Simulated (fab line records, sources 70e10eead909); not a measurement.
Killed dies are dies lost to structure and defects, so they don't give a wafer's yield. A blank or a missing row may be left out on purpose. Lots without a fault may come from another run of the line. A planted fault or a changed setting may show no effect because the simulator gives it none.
Chamber matching | flow nand_harc | NHARC_P_GATE_DESCUM_93 on rie_diel-04: 4 sister chambers
The step chemistry O2, time 3 s. 4 wafers are shown with their chamber, then 9 later ones without.

WAFERS WITH THEIR CHAMBER
wafer  | chamber | showerhead_plenum_p_Torr (Torr)
L085.3 | 0       | 1.82
L089.2 | 1       | 1.89
L089.3 | 3       | 1.99
L089.4 | 2       | 1.98

WAFERS WITHOUT THEIR CHAMBER
wafer  | showerhead_plenum_p_Torr (Torr)
L095.2 | 1.82
L095.4 | 1.89
L095.5 | 1.97
L096.2 | 1.89
L096.4 | 1.97
L096.6 | 1.99
L097.2 | 1.82
L097.4 | 1.99
L097.6 | 1.89

WHICH CHAMBER EACH WENT THROUGH
wafer  | from the rows above | in truth
L095.2 | 0                   | 0
L095.4 | 1                   | 1
L095.5 | 2                   | 2
L096.2 | 1                   | 1
L096.4 | 2                   | 2
L096.6 | 3                   | 3
L097.2 | 0                   | 0
L097.4 | 3                   | 3
L097.6 | 1                   | 1
Placed correctly: 9 of 9. Can't be placed from these rows: 0. Placed wrongly: 0.
How it was worked out, from the rows above alone: a wafer's distance from a chamber is the root of the sum, over the readings, of the square of ((its reading less the chamber's mean) divided by the reading's scatter). The wafer belongs to the nearest chamber; if the next one is less than 2 further off, it can't be placed. A chamber's mean is the mean of its shown wafers. The scatter: with one shown wafer a chamber, the root of the mean of the squares of how far each hidden wafer lies from its nearest shown one.
